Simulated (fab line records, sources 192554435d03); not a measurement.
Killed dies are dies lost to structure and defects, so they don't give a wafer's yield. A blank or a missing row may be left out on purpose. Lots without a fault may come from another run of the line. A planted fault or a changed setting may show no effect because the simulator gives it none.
Problem report in the 8D (eight disciplines) form, filled by code | flow n5_finfet | the parts of the form that need people (team, actions taken, sign-off) are left out

1. THE PROBLEM
dose_ions_cm2 at N5_WELL_APT_IMPLANT_15 reads a mean of 1.5302e+12 on 6 wafers of 2 lots; wafers without a fault read 1.4997e+13 with a standard deviation of 1.5e+10. That is -99 or more standard deviations from the usual mean.
First seen on wafer L582.1, day 4 15:26, on implanter-01. The record holds 32 wafers of 12 lots with a number at this step. Rule for "out", or "out of limits": more than 4 standard deviations from the usual mean. The other wafers with a number count as sound.

2. WHAT IT IS AND WHAT IT IS NOT
question                    | is                                | is not
which readings at this step | dose_ions_cm2, faraday_current_uA | tilt_deg
which lots                  | L582, L584                        | L570, L572, L574, L576, L577, L578, L581, L583, L589, L593
which wafers of those lots  | all that have a number            | -
read on which tools         | implanter-01                      | implanter-02
when                        | from day 4 15:26                  | up to then (18 sound wafers); but 8 sound wafers of L583, L589, L593 came after

3. SUSPECTS, AND WHAT RULES EACH OUT
Counting: a tool at a process step up to the reading stays a suspect if it ran every lot that is out and no sound lot after the first of them.
- rie_diel-05 at N5_WELL_APT_DESCUM_13 (chemistry O2, time 7.9 s): ruled out as a lasting fault. Sound lots L589 ran on it after its first lot that is out, L582 (day 4 15:09).
- implanter-01 at N5_WELL_APT_IMPLANT_15: ruled out as a lasting fault. Sound lots L593 ran on it after its first lot that is out, L582 (day 4 15:26).
Left after counting: nothing in the record.

4. THE CAUSE (what the simulator had put in)
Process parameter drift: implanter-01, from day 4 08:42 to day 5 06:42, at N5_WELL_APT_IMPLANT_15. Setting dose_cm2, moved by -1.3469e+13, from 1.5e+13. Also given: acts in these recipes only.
Counting ruled it out, wrongly.

5. THE CHAIN OF EFFECTS, in route order
Each row: a reading whose mean over the struck wafers that have a number lies more than 3 standard deviations from the usual. Only readings for which the record gives a usual standard deviation are gone through. hours: the time from each lot's start at the first step in this table that gives one to its start at this step, as a median over the lots. sigmas: the change in usual standard deviations.
hours | step                   | reading            | usual      | on struck wafers | change      | sigmas
0     | N5_WELL_APT_IMPLANT_15 | dose_ions_cm2      | 1.4997e+13 | 1.5302e+12       | -1.3467e+13 | -99 or more
0     | N5_WELL_APT_IMPLANT_15 | faraday_current_uA | 190        | 19               | -171        | -45
The process steps in it:
- N5_WELL_APT_IMPLANT_15

6. WHAT WOULD HAVE CAUGHT IT SOONER
In this record the first reading out of limits was taken at day 4 15:26, 7 hours after the fault began at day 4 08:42.
